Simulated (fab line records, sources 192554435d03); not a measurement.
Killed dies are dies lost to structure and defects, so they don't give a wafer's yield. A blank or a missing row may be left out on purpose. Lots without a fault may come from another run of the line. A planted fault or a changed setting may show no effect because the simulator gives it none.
Chamber matching | flow n5_finfet | N5_MOL_CONTACT_COAG_ETCH_65 on rie_diel-01: 4 sister chambers
The step etches underlayer in N2/H2, target depth 13 nm, time 10.4 s. 8 wafers are shown with their chamber, then 9 later ones without.

WAFERS WITH THEIR CHAMBER
wafer  | chamber | drypump_motor_current_A (A) | showerhead_plenum_p_Torr (Torr)
L081.1 | 1       | 5.1                         | 2.63
L082.1 | 0       | 5.8                         | 2.54
L085.2 | 2       | 4.8                         | 2.44
L085.3 | 3       | 6.2                         | 2.69
L085.6 | 2       | 4.8                         | 2.44
L086.2 | 1       | 5.0                         | 2.62
L086.3 | 3       | 6.2                         | 2.68
L086.4 | 0       | 5.8                         | 2.53

WAFERS WITHOUT THEIR CHAMBER
wafer  | drypump_motor_current_A (A) | showerhead_plenum_p_Torr (Torr)
L088.1 | 4.8                         | 2.44
L088.2 | 5.0                         | 2.62
L088.5 | 4.8                         | 2.44
L093.2 | 5.8                         | 2.52
L093.4 | 5.8                         | 2.52
L093.6 | 4.8                         | 2.43
L096.1 | 4.8                         | 2.43
L096.2 | 6.2                         | 2.68
L096.3 | 5.8                         | 2.52

WHICH CHAMBER EACH WENT THROUGH
wafer  | from the rows above | in truth
L088.1 | 2                   | 2
L088.2 | 1                   | 1
L088.5 | 2                   | 2
L093.2 | 0                   | 0
L093.4 | 0                   | 0
L093.6 | 2                   | 2
L096.1 | 2                   | 2
L096.2 | 3                   | 3
L096.3 | 0                   | 0
Placed correctly: 9 of 9. Can't be placed from these rows: 0. Placed wrongly: 0.
How it was worked out, from the rows above alone: a wafer's distance from a chamber is the root of the sum, over the readings, of the square of ((its reading less the chamber's mean) divided by the reading's scatter). The wafer belongs to the nearest chamber; if the next one is less than 2 further off, it can't be placed. A chamber's mean is the mean of its shown wafers. The scatter: the root of (the sum of the squares of (reading less its chamber's mean) over the shown wafers, divided by (wafers less chambers)).
